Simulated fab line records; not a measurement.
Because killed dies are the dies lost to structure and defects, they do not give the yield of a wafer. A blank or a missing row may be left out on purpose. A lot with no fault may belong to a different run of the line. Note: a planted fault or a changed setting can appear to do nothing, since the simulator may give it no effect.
Chamber matching	flow n5Finfet	N5_DUMMY_GATE_STRIP_41 on rieDiel-05 has 4 sister chambers
The step strips in O2. 4 wafers are shown with their chamber, then 9 later ones without.

## WAFERS WITH THEIR CHAMBER
wafer	chamber	drypumpMotorCurrentA (A)
L084.4	0	6.0
L084.5	2	5.1
L088.3	3	5.2
L088.6	1	5.9

## WAFERS WITH NO CHAMBER GIVEN
wafer	drypumpMotorCurrentA (A)
L094.2	5.9
L094.4	6.0
L094.6	5.1
L096.2	6.1
L096.4	5.1
L096.6	5.2
L097.2	5.2
L097.3	5.8
L097.4	6.0

## THE CHAMBER EACH PASSED THROUGH
wafer	from the rows above	in truth
L094.2	1	1
L094.4	0	0
L094.6	2	2
L096.2	0	0
L096.4	2	2
L096.6	3	3
L097.2	3	3
L097.3	1	1
L097.4	0	0
9 of 9 placed correctly. From these rows, 0 cannot be placed. Placed wrongly: 0.
How it was worked out, from the rows above alone: a wafer's distance from a chamber is the root of the sum, over the readings, of the square of ((its reading less the chamber's mean) divided by the reading's scatter). If the next closest chamber is less than 2 further off than the closest, the wafer can't be placed; otherwise it belongs to the closest. Each chamber's mean is taken over the wafers shown for it. The scatter (one wafer shown for each chamber): square how far every hidden wafer sits from the nearest shown wafer, average those squares and take the square root.
